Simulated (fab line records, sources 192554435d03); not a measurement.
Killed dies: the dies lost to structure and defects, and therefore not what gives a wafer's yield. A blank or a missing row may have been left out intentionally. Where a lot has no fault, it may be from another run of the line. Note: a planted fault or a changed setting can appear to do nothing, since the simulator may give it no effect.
Which tool did it? ; flow n5-finfet ; 21 lots, 63 wafers sampled, at 5 steps of a route of 1938

WHAT THE GAUGES READ, wafer by wafer
N5_BEOL_M14_OVL_MEAS_29.
lot;measured;on;M14_OVL (nm)
L076;day 15 11:32;overlay-02;0 3 1
L074;day 15 15:52;overlay-02;-7 -1 -1
L077;day 16 02:39;overlay-02;-5 4 -2
L079;day 16 16:33;overlay-02;2 3 -8
L081;day 16 17:10;overlay-02;5 -1 -7
L083;day 16 21:42;overlay-01;3 8 8
L082;day 17 04:55;overlay-01;-2 0 -4
L085;day 17 07:33;overlay-01;10 -3 2
L084;day 17 18:35;overlay-02;-3 2 -1
L086;day 17 20:08;overlay-02;-2 6 3
L089;day 18 13:50;overlay-01;-5 0 13
L091;day 18 15:04;overlay-02;2 12 3
L087;day 18 20:23;overlay-02;3 10 -1
L090;day 18 23:16;overlay-01;-1 -1 -4
L088;day 19 00:50;overlay-02;3 7 2
L092;day 19 01:02;overlay-01;-5 -5 -5
L093;day 19 17:42;overlay-01;-1 3 -2
L094;day 20 02:46;overlay-01;0 -3 7
L095;day 20 10:38;overlay-02;-1 -1 0
L096;day 20 13:41;overlay-02;6 8 10
L097;day 21 03:37;overlay-02;4 6 8

WHICH TOOL RAN EACH LOT (tool, then ch and the chambers of the sampled wafers, then the start)
lot;N5_BEOL_M13_VIA_ETCH_16;N5_BEOL_M13_STRIP_63;N5_BEOL_M13_ANNEAL_48;N5_BEOL_M13_CMP_49
L076;rie-diel-02 ch 0,1,2, day 15 04:39;plasma-asher-01 ch 0,1, day 15 04:53;rtp-anneal-01 ch 0, day 15 09:09;cmp-03 ch 1,2,3, day 15 09:31
L074;rie-diel-06 ch 0,1, day 15 10:19;plasma-asher-01 ch 0,1, day 15 10:34;rtp-anneal-02 ch 0, day 15 13:34;cmp-01 ch 2,3, day 15 13:49
L077;rie-diel-02 ch 0,2,3, day 15 17:03;plasma-asher-01 ch 0,1, day 15 17:17;rtp-anneal-01 ch 0, day 16 00:17;cmp-03 ch 0,1, day 16 00:32
L079;rie-diel-02 ch 0,2,3, day 16 04:58;plasma-asher-02 ch 0,1, day 16 05:12;rtp-anneal-02 ch 0, day 16 14:06;cmp-01 ch 0,2,3, day 16 14:21
L081;rie-diel-03 ch 0,1, day 16 10:32;plasma-asher-01 ch 0,1, day 16 10:47;rtp-anneal-02 ch 0, day 16 14:43;cmp-02 ch 0,1,2, day 16 15:01
L083;rie-diel-03 ch 1,3, day 16 14:19;plasma-asher-01 ch 0,1, day 16 14:34;rtp-anneal-01 ch 0, day 16 19:31;cmp-01 ch 1,3, day 16 19:52
L082;rie-diel-02 ch 0,1, day 16 23:20;plasma-asher-01 ch 1, day 16 23:34;rtp-anneal-01 ch 0, day 17 02:20;cmp-03 ch 0,1, day 17 02:37
L085;rie-diel-02 ch 0,1,3, day 16 23:59;plasma-asher-01 ch 0,1, day 17 00:13;rtp-anneal-02 ch 0, day 17 05:04;cmp-02 ch 0,3, day 17 05:20
L084;rie-diel-02 ch 0,1,3, day 17 09:47;plasma-asher-02 ch 0,1, day 17 10:01;rtp-anneal-01 ch 0, day 17 16:05;cmp-02 ch 0,3, day 17 16:23
L086;rie-diel-06 ch 2,3, day 17 11:51;plasma-asher-02 ch 0,1, day 17 12:07;rtp-anneal-02 ch 0, day 17 17:54;cmp-01 ch 0,1, day 17 18:07
L089;rie-diel-06 ch 1,3, day 18 07:37;plasma-asher-02 ch 0,1, day 18 07:51;rtp-anneal-01 ch 0, day 18 11:33;cmp-01 ch 2,3, day 18 11:51
L091;rie-diel-06 ch 0,2, day 18 08:38;plasma-asher-02 ch 0,1, day 18 08:54;rtp-anneal-02 ch 0, day 18 12:40;cmp-02 ch 0,3, day 18 12:52
L087;rie-diel-06 ch 0,1, day 18 14:41;plasma-asher-01 ch 0,1, day 18 14:56;rtp-anneal-01 ch 0, day 18 17:41;cmp-03 ch 0,1,3, day 18 17:59
L090;rie-diel-02 ch 0,2, day 18 18:16;plasma-asher-01 ch 0,1, day 18 18:30;rtp-anneal-01 ch 0, day 18 21:06;cmp-02 ch 0,2,3, day 18 21:26
L088;rie-diel-03 ch 0,1,3, day 18 18:46;plasma-asher-02 ch 0,1, day 18 19:00;rtp-anneal-02 ch 0, day 18 22:18;cmp-03 ch 1,2, day 18 22:37
L092;rie-diel-02 ch 0,1,3, day 18 19:20;plasma-asher-01 ch 0,1, day 18 19:35;rtp-anneal-02 ch 0, day 18 22:56;cmp-01 ch 1,2,3, day 18 23:15
L093;rie-diel-06 ch 0,1,2, day 19 10:39;plasma-asher-02 ch 1, day 19 10:53;rtp-anneal-01 ch 0, day 19 15:25;cmp-03 ch 1,3, day 19 15:43
L094;rie-diel-02 ch 0,2,3, day 19 19:01;plasma-asher-01 ch 0,1, day 19 19:14;rtp-anneal-02 ch 0, day 19 23:43;cmp-01 ch 1,2,3, day 20 00:11
L095;rie-diel-03 ch 1,2, day 20 04:28;plasma-asher-01 ch 0,1, day 20 04:41;rtp-anneal-01 ch 0, day 20 08:08;cmp-02 ch 1,2, day 20 08:28
L096;rie-diel-06 ch 0,1,3, day 20 06:01;plasma-asher-01 ch 0,1, day 20 06:14;rtp-anneal-02 ch 0, day 20 11:24;cmp-02 ch 1,2, day 20 11:44
L097;rie-diel-02 ch 1,2,3, day 20 18:15;plasma-asher-02 ch 0,1, day 20 18:29;rtp-anneal-02 ch 0, day 21 01:14;cmp-03 ch 0,2, day 21 01:32
- N5_BEOL_M13_VIA_ETCH_16: etches SiOC in C4F8/O2/Ar, target depth 921.7 nm.
- N5_BEOL_M13_STRIP_63: strips in N2/H2.
- N5_BEOL_M13_ANNEAL_48: time 90 s.
- N5_BEOL_M13_CMP_49: polishes, stops on SiOC, t overpolish 17.1 s, target thk 420 nm.

AS READ BY THE TOOLS THEMSELVES (means over the sampled wafers that have a number; for cases with no such wafer, the mark the record gives instead)
N5_BEOL_M13_VIA_ETCH_16.
lot;tool;chamber-pressure-mTorr (mTorr);drypump-motor-current-A (A);oes-product-au (a.u.);rf-fwd-power-W (W);rf-vpp-V (V);showerhead-plenum-p-Torr (Torr);throttle-valve-pct (%)
L076;rie-diel-02;30.001;5.5;0.66;2994;662;3.35;24.6
L074;rie-diel-06;29.992;5.7;0.75;2985;662;3.34;24.3
L077;rie-diel-02;29.996;5.7;0.67;2998;665;3.39;24.3
L079;rie-diel-02;30.024;5.7;0.67;2993;664;3.39;24.3
L081;rie-diel-03;29.980;5.4;0.79;2986;665;3.38;24.1
L083;rie-diel-03;30.001;6.1;0.76;2998;668;3.47;24.0
L082;rie-diel-02;30.011;5.1;0.67;2989;664;3.41;24.7
L085;rie-diel-02;30.004;5.3;0.68;2987;666;3.45;24.4
L084;rie-diel-02;29.970;5.3;0.68;3001;666;3.45;24.4
L086;rie-diel-06;29.989;5.7;0.66;2985;669;3.56;24.2
L089;rie-diel-06;30.013;5.6;0.69;2993;665;3.41;24.9
L091;rie-diel-06;29.982;5.8;0.66;2985;666;3.47;24.0
L087;rie-diel-06;30.004;5.6;0.70;2998;661;3.32;24.6
L090;rie-diel-02;30.004;5.8;0.80;2990;668;3.54;24.4
L088;rie-diel-03;29.997;5.9;0.72;2992;664;3.41;24.1
L092;rie-diel-02;30.000;5.4;0.66;2993;665;3.44;24.4
L093;rie-diel-06;30.006;5.7;0.67;2982;663;3.39;24.3
L094;rie-diel-02;29.993;5.7;0.73;2991;667;3.51;24.3
L095;rie-diel-03;30.011;6.0;0.80;2994;670;3.56;23.6
L096;rie-diel-06;30.013;5.6;0.71;2987;664;3.42;24.5
L097;rie-diel-02;30.004;5.4;0.70;2999;667;3.54;24.4

N5_BEOL_M13_STRIP_63.
lot;tool;chamber-pressure-mTorr (mTorr);drypump-motor-current-A (A);heater-power-w (W);oes-product-au (a.u.);strip-time-to-endpoint-s (s)
L076;plasma-asher-01;999.6;6.06;310;0.669;27.7
L074;plasma-asher-01;1000.1;6.09;312;0.669;27.1
L077;plasma-asher-01;999.2;6.07;310;0.676;28.3
L079;plasma-asher-02;999.5;5.97;297;0.671;26.7
L081;plasma-asher-01;999.8;5.90;325;0.675;28.2
L083;plasma-asher-01;999.6;5.88;326;0.674;28.4
L082;plasma-asher-01;1000.0;5.74;332;0.679;28.6
L085;plasma-asher-01;1000.4;6.08;312;0.672;27.1
L084;plasma-asher-02;1000.2;6.19;307;0.674;27.9
L086;plasma-asher-02;1000.3;5.97;309;0.671;26.8
L089;plasma-asher-02;999.8;5.97;299;0.675;27.1
L091;plasma-asher-02;999.5;6.19;306;0.673;28.4
L087;plasma-asher-01;999.6;5.90;321;0.675;28.5
L090;plasma-asher-01;999.4;5.89;322;0.672;27.6
L088;plasma-asher-02;999.6;5.96;304;0.670;26.0
L092;plasma-asher-01;1000.5;6.07;315;0.673;28.5
L093;plasma-asher-02;999.5;6.41;317;0.672;28.0
L094;plasma-asher-01;1000.8;6.06;313;0.674;28.4
L095;plasma-asher-01;999.3;5.90;318;0.679;27.8
L096;plasma-asher-01;999.8;6.07;318;0.672;27.9
L097;plasma-asher-02;1000.5;5.96;299;0.676;28.2

N5_BEOL_M13_ANNEAL_48.
lot;tool;anneal-temp-c (C);anneal-temp-c-max;wafer_temp_C_max
L076;rtp-anneal-01;224.99;226.2;225.83
L074;rtp-anneal-02;225.18;225.9;225.77
L077;rtp-anneal-01;225.01;226.3;225.92
L079;rtp-anneal-02;225.05;225.7;225.78
L081;rtp-anneal-02;224.95;225.7;225.46
L083;rtp-anneal-01;225.09;226.3;225.96
L082;rtp-anneal-01;224.95;226.1;225.99
L085;rtp-anneal-02;224.94;225.6;225.51
L084;rtp-anneal-01;224.93;226.1;225.93
L086;rtp-anneal-02;224.99;225.7;225.60
L089;rtp-anneal-01;225.05;226.3;225.76
L091;rtp-anneal-02;224.98;225.7;226.20
L087;rtp-anneal-01;225.08;226.5;226.03
L090;rtp-anneal-01;224.86;226.2;226.32
L088;rtp-anneal-02;225.16;225.8;226.01
L092;rtp-anneal-02;224.94;225.6;225.83
L093;rtp-anneal-01;225.00;226.2;225.84
L094;rtp-anneal-02;224.91;225.7;225.90
L095;rtp-anneal-01;225.16;226.4;225.85
L096;rtp-anneal-02;224.96;225.6;225.93
L097;rtp-anneal-02;225.05;225.8;225.80

N5_BEOL_M13_CMP_49.
lot;tool;barrier-field-endpoint-s (s);motor-current-A (A);overpolish-run-s (s);slurry-filter-dp-kPa (kPa)
L076;cmp-03;30.5;6.2;17.100;13.48
L074;cmp-01;29.7;5.5;17.097;13.45
L077;cmp-03;30.1;6.2;17.099;13.46
L079;cmp-01;30.8;5.8;17.097;13.36
L081;cmp-02;29.9;5.1;17.099;13.57
L083;cmp-01;30.1;6.2;17.095;13.51
L082;cmp-03;30.1;6.1;17.093;13.54
L085;cmp-02;30.6;5.7;17.106;13.52
L084;cmp-02;30.9;5.4;17.107;13.50
L086;cmp-01;30.8;6.4;17.094;13.44
L089;cmp-01;30.7;5.5;17.101;13.52
L091;cmp-02;30.3;5.5;17.111;13.55
L087;cmp-03;30.1;6.3;17.101;13.40
L090;cmp-02;29.5;5.2;17.105;13.45
L088;cmp-03;30.0;6.0;17.093;13.54
L092;cmp-01;31.1;5.7;17.092;13.44
L093;cmp-03;30.9;6.4;17.091;13.50
L094;cmp-01;30.5;5.8;17.102;13.53
L095;cmp-02;29.8;5.0;17.104;13.45
L096;cmp-02;29.0;4.8;17.106;13.55
L097;cmp-03;30.5;6.5;17.103;13.36

THE ANSWER, worked out from the rows above alone
Rule: the lots themselves supply what counts as usual. Put in order of their means at a reading, lots are off if they are a third of the lots or fewer, leave a main group of 4 or more, and stand apart from it by a gap of 3 or more times the standard deviation of the main group's means; of several such gaps the widest counts. A main group is skipped when, at the precision printed for the reading in the tables above, its means are all equal. A lot without any number at a reading at which 4 lots or more have one is off too. The other lots that the step has rows for count as sound. After the gauges, taken in route order, come the tools' own readings; for these a lot's mean is taken, as printed above. At the first step where some lot is off, the reading lying furthest off is the one used; lots without a number count as furthest.
None of the lots is off at any reading shown; this tells nothing.

WHAT THE SIMULATOR HAD INSERTED
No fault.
